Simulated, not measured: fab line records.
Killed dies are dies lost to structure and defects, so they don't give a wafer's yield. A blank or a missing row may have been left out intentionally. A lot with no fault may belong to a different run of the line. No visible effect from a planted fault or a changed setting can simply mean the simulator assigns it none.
Chamber matching | flow nand-harc | 4 sister chambers for NHARC_P_STI_CMP_21 on cmp-03
The step polishes, t overpolish 20 s, target thk 380.67 nm. 22 wafers are shown with their chamber, then 11 later ones without.

## WAFERS, EACH WITH ITS CHAMBER
wafer  | chamber | motor-current-A (A) | overpolish-run-s (s)
L076.1 | 3       | 11.4                | 20.006
L076.3 | 2       | 14.2                | 20.013
L076.6 | 3       | 10.8                | 20.021
L077.3 | 0       | 12.1                | 20.004
L077.5 | 3       | 10.4                | 19.993
L077.6 | 2       | 14.1                | 20.005
L079.2 | 2       | 14.0                | 20.006
L079.3 | 3       | 10.7                | 19.997
L079.4 | 0       | 12.5                | 19.992
L080.1 | 2       | 14.6                | 19.997
L080.4 | 1       | 10.7                | 19.988
L080.5 | 3       | 11.2                | 20.007
L082.3 | 2       | 14.0                | 20.003
L082.5 | 1       | 11.1                | 20.009
L082.6 | 0       | 12.6                | 20.010
L087.1 | 0       | 12.3                | 19.997
L087.3 | 1       | 11.6                | 20.004
L087.5 | 0       | 12.2                | 19.990
L089.1 | 2       | 14.6                | 20.004
L089.2 | 3       | 10.8                | 19.995
L089.5 | 2       | 13.6                | 20.019
L091.3 | 3       | 10.3                | 20.019

SIGNATURES, as means of the wafers listed above
reading          | chamber 0 | chamber 1 | chamber 2 | chamber 3 | scatter within a chamber
motor-current-A  | 12.340    | 11.133    | 14.157    | 10.800    | 0.356
overpolish-run-s | 19.99860  | 20.00033  | 20.00671  | 20.00543  | 0.00941
Rule: distance of a wafer from a chamber = root of the sum over the readings of ((wafer's reading minus chamber's mean) / reading's scatter) squared. The wafer belongs to the nearest chamber; if the next one is less than 2 further off, it can't be placed. How the scatter is found: for the shown wafers, subtract from each reading the mean of its chamber, square and add these, divide the total by (wafers less chambers), then take the root.

## WAFERS WITHOUT THEIR CHAMBER
wafer  | motor-current-A (A) | overpolish-run-s (s)
L091.4 | 13.1                | 20.001
L091.5 | 10.5                | 19.990
L093.4 | 13.7                | 19.995
L093.5 | 13.0                | 19.992
L093.6 | 10.5                | 20.003
L095.1 | 14.1                | 20.002
L095.2 | 12.6                | 19.999
L095.4 | 11.7                | 20.014
L096.3 | 13.8                | 20.002
L096.5 | 10.6                | 19.995
L096.6 | 12.4                | 20.003

## THE CHAMBER EACH PASSED THROUGH
wafer  | from the rows above          | in truth
L091.4 | can't be placed: 0 or 2      | 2
L091.5 | can't be placed: 3 or 1      | 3
L093.4 | 2                            | 2
L093.5 | can't be placed: 0 or 2      | 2
L093.6 | can't be placed: 3 or 1      | 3
L095.1 | 2                            | 2
L095.2 | 0                            | 0
L095.4 | can't be placed: 1 or 0 or 3 | 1
L096.3 | 2                            | 2
L096.5 | can't be placed: 3 or 1      | 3
L096.6 | 0                            | 0
5 of 11 placed correctly. Can't be placed from these rows: 6 (the true chamber is among the candidates in 6). 0 placed wrongly.
